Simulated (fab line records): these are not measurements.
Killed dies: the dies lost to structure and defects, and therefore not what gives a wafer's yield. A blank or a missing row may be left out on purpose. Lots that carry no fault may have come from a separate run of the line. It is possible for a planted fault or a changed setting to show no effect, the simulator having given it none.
Chamber matching / flow nand-harc / NHARC_A_STAIRCASE_DESCUM_168 on rie-diel-10 has 4 sister chambers
The step chemistry O2, time 3 s. 4 wafers are shown with their chamber, then 9 later ones without.

## WAFERS WITH THEIR CHAMBER
wafer=L082.1; chamber=3; showerhead-plenum-p-Torr (Torr)=1.90
wafer=L082.6; chamber=1; showerhead-plenum-p-Torr (Torr)=2.01
wafer=L086.1; chamber=2; showerhead-plenum-p-Torr (Torr)=1.84
wafer=L086.6; chamber=0; showerhead-plenum-p-Torr (Torr)=1.84

## WAFERS WHOSE CHAMBER IS MISSING
wafer=L088.1; showerhead-plenum-p-Torr (Torr)=1.83
wafer=L088.2; showerhead-plenum-p-Torr (Torr)=1.84
wafer=L088.4; showerhead-plenum-p-Torr (Torr)=1.89
wafer=L096.2; showerhead-plenum-p-Torr (Torr)=2.00
wafer=L096.4; showerhead-plenum-p-Torr (Torr)=1.83
wafer=L096.6; showerhead-plenum-p-Torr (Torr)=1.89
wafer=L097.1; showerhead-plenum-p-Torr (Torr)=2.00
wafer=L097.3; showerhead-plenum-p-Torr (Torr)=1.88
wafer=L097.5; showerhead-plenum-p-Torr (Torr)=1.83

## EACH ONE'S CHAMBER
wafer=L088.1; from the rows above=can't be placed: 0 or 2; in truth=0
wafer=L088.2; from the rows above=can't be placed: 0 or 2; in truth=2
wafer=L088.4; from the rows above=3; in truth=3
wafer=L096.2; from the rows above=1; in truth=1
wafer=L096.4; from the rows above=can't be placed: 0 or 2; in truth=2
wafer=L096.6; from the rows above=3; in truth=3
wafer=L097.1; from the rows above=1; in truth=1
wafer=L097.3; from the rows above=can't be placed: 3 or 0 or 2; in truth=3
wafer=L097.5; from the rows above=can't be placed: 0 or 2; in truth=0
Correctly placed: 4 of 9. These rows do not allow placing 5 (true chamber among the candidates in 5). Number placed wrongly: 0.
How it was worked out, from the rows above alone: a wafer's distance from a chamber is the root of the sum, over the readings, of the square of ((its reading less the chamber's mean) divided by the reading's scatter). If the next closest chamber is less than 2 further off than the closest, the wafer can't be placed; otherwise it belongs to the closest. The mean given for a chamber averages the wafers shown for that chamber. The scatter (one wafer shown for each chamber): square how far every hidden wafer sits from the nearest shown wafer, average those squares and take the square root.
